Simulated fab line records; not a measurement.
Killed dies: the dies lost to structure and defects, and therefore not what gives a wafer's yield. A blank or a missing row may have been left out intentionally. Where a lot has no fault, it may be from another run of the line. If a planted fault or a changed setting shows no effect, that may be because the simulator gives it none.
Split-lot trial | flow n5 finfet | route with 1938 steps; 7 lots, 39 wafers read

SPLIT DETAILS
At N5_BEOL_M11_VIA_ETCH_34 (etches SiCOH lowk in C4F6/O2, target depth 184.5 nm, time 69.2 s), the setting time s was moved away from the recipe's 69.2 s on 18 of the 39 wafers read, by -37.7% to +40.2%. All remaining wafers had this setting at the recipe value.

Reading taken at the split's own step.

THE READING
SOC_of_BEOL_M11_COAT_63.thk nm (the simulator's own value, which no gauge read), in nm, at N5_BEOL_M11_VIA_ETCH_34 (etches SiCOH lowk in C4F6/O2, target depth 184.5 nm, time 69.2 s). There is no usual value for it anywhere in the file. The 21 wafers here that ran the recipe average 92.0 nm, standard deviation 0.2 nm.

wafer  | tool, chamber at the split | time s as run, s | against the recipe | SOC_of_BEOL_M11_COAT_63.thk nm, nm | against lot-mates on the recipe
L074.1 | rie diel-05, 1             | 43.1             | -37.7%             | 95                                 | +3.0
L074.2 | rie diel-05, 3             | 69.2             | recipe             | 92                                 | -
L074.3 | rie diel-05, 2             | 43.1             | -37.7%             | 95                                 | +3.0
L074.4 | rie diel-05, 0             | 69.2             | recipe             | 91.8                               | -
L074.5 | rie diel-05, 0             | 43.1             | -37.7%             | 95.2                               | +3.2
L074.6 | rie diel-05, 3             | 69.2             | recipe             | 92.2                               | -
L082.1 | rie diel-02, 0             | 85.46            | +23.5%             | 90.2                               | -1.9
L082.2 | rie diel-02, 2             | 85.46            | +23.5%             | 89.8                               | -2.3
L082.3 | rie diel-02, 3             | 69.2             | recipe             | 92.2                               | -
L082.4 | rie diel-02, 1             | 69.2             | recipe             | 92                                 | -
L082.5 | rie diel-02, 2             | 85.46            | +23.5%             | 89.8                               | -2.3
L082.6 | rie diel-02, 1             | 69.2             | recipe             | 92                                 | -
L084.1 | rie diel-05, 2             | 69.2             | recipe             | 92.2                               | -
L084.2 | rie diel-05, 3             | 89.03            | +28.7%             | 90.2                               | -1.8
L084.3 | rie diel-05, 0             | 69.2             | recipe             | 91.8                               | -
L084.4 | rie diel-05, 1             | 89.03            | +28.7%             | 89.8                               | -2.2
L084.5 | rie diel-05, 1             | 69.2             | recipe             | 92                                 | -
L084.6 | rie diel-05, 2             | 89.03            | +28.7%             | 89.8                               | -2.2
L092.1 | rie diel-05, 0             | 49.2             | -28.9%             | 94.6                               | +2.5
L092.2 | rie diel-05, 2             | 69.2             | recipe             | 92.2                               | -
L092.3 | rie diel-05, 1             | 49.2             | -28.9%             | 94.6                               | +2.5
L092.4 | rie diel-05, 3             | 69.2             | recipe             | 92                                 | -
L092.5 | rie diel-05, 2             | 49.2             | -28.9%             | 94.4                               | +2.3
L092.6 | rie diel-05, 3             | 69.2             | recipe             | 92.2                               | -
L093.1 | rie diel-01, 3             | 69.2             | recipe             | 92.2                               | -
L093.2 | rie diel-01, 2             | 69.2             | recipe             | 92                                 | -
L093.3 | rie diel-01, 1             | 88.07            | +27.3%             | 90                                 | -2.1
L093.4 | rie diel-01, 0             | 88.07            | +27.3%             | 90                                 | -2.1
L093.5 | rie diel-01, 0             | 69.2             | recipe             | 92                                 | -
L093.6 | rie diel-01, 3             | 88.07            | +27.3%             | 90.2                               | -1.9
L095.1 | rie diel-02, 3             | 97.02            | +40.2%             | 89                                 | -2.7
L095.2 | rie diel-02, 1             | 97.02            | +40.2%             | 88.4                               | -3.3
L095.3 | rie diel-02, 2             | 69.2             | recipe             | 91.4                               | -
L095.4 | rie diel-02, 0             | 97.02            | +40.2%             | 88.6                               | -3.1
L095.5 | rie diel-02, 0             | 69.2             | recipe             | 91.8                               | -
L095.6 | rie diel-02, 1             | 69.2             | recipe             | 91.8                               | -
L097.2 | rie diel-05, 3             | 69.2             | recipe             | 91.8                               | -
L097.3 | rie diel-05, 2             | 69.2             | recipe             | 91.8                               | -
L097.4 | rie diel-05, 1             | 69.2             | recipe             | 92                                 | -

THE FIT
A straight line over all 39 wafers: SOC_of_BEOL_M11_COAT_63.thk nm changes by -0.0809 nm for each +1% of time s; r = -0.99; the points scatter about the line by 0.23 nm.
The same after taking each lot's own level away (the mean of its wafers on the recipe; 39 wafers): -0.0787 nm for each +1%; r = -0.99; scatter 0.19 nm.
On that fit, the largest move of time s shifts the reading by 3.2 nm.
Across the lots, their own levels run from 91.67 to 92.13 nm, a range of 2.4 times the standard deviation given above.
So the lot-to-lot level changes the slope little: the two slopes agree.
Check: with one of the wafers moved furthest among these (+40.2%) left out of the fit, the line predicts -3.18 nm for it against its lot-mates. It came out at -2.67 nm against them.

ADDITIONAL SPLITS CARRIED BY THESE WAFERS
Other splits were also applied to these wafers ahead of the reading. Each is held against what the fit with the lots' levels taken away leaves over:
other split on the same wafers           | wafers away from the commonest value | r with SOC_of_BEOL_M11_COAT_63.thk nm (lot level and that fit taken away)
N5_BEOL_M4_TRENCH_ETCH_37 target depth a | 15                                   | -0.12
N5_BEOL_M9_ETCH_66 time s                | 9                                    | -0.19

THE WHOLE CHAIN: every reading that the file lists as answering this split, in the file's order
step                    | what it does                                                     | reading                                                                         | change (the file's fit)                | r (the file's)
N5_BEOL_M11_VIA_ETCH_34 | etches SiCOH lowk in C4F6/O2, target depth 184.5 nm, time 69.2 s | etch.depth nm (the simulator's own value, which no gauge read)                  | +1.83 nm for each +1% of the setting   | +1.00
N5_BEOL_M11_VIA_ETCH_34 | etches SiCOH lowk in C4F6/O2, target depth 184.5 nm, time 69.2 s | SOC_of_BEOL_M11_COAT_63.thk nm (the simulator's own value, which no gauge read) | -0.0784 nm for each +1% of the setting | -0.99

FILE'S OWN FIT
SOC_of_BEOL_M11_COAT_63.thk nm changes by -0.0784 nm for each +1% of time s, r = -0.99.
